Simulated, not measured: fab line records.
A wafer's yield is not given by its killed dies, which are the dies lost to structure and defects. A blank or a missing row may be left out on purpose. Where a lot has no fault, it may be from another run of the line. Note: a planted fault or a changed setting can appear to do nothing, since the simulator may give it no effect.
Matching of chambers | flow n5Finfet | N5_GATE_CUT_HM_DEP_46 on pecvd-01: 3 sister chambers
The step deposits SiO2 from TEOS/O2, target thk 130 nm, time 26.6 s. 3 wafers are shown with their chamber, then 10 later ones without.

EACH WAFER AND ITS CHAMBER
wafer  | chamber | throttleValvePct (%)
L087.2 | 0       | 19.1
L089.1 | 2       | 18.7
L089.3 | 1       | 20.3

WAFERS MISSING THEIR CHAMBER
wafer  | throttleValvePct (%)
L089.6 | 20.2
L091.1 | 20.3
L091.2 | 18.9
L091.3 | 18.9
L091.4 | 18.7
L091.5 | 20.3
L091.6 | 18.7
L094.1 | 18.8
L094.4 | 19.2
L094.6 | 18.7

CHAMBER TAKEN BY EACH
wafer  | from the rows above     | in truth
L089.6 | 1                       | 1
L091.1 | 1                       | 1
L091.2 | can't be placed: 2 or 0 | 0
L091.3 | can't be placed: 2 or 0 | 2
L091.4 | 2                       | 2
L091.5 | 1                       | 1
L091.6 | 2                       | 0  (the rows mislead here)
L094.1 | can't be placed: 2 or 0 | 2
L094.4 | 0                       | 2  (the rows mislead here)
L094.6 | 2                       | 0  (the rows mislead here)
Correctly placed: 4 of 10. These rows do not allow placing 3 (true chamber among the candidates in 3). Wrongly placed: 3.
How it was worked out, from the rows above alone: a wafer's distance from a chamber is the root of the sum, over the readings, of the square of ((its reading less the chamber's mean) divided by the reading's scatter). If the next closest chamber is less than 2 further off than the closest, the wafer can't be placed; otherwise it belongs to the closest. For every chamber, the mean is computed from those of its wafers that are shown. The scatter (one wafer shown for each chamber): square how far every hidden wafer sits from the nearest shown wafer, average those squares and take the square root.
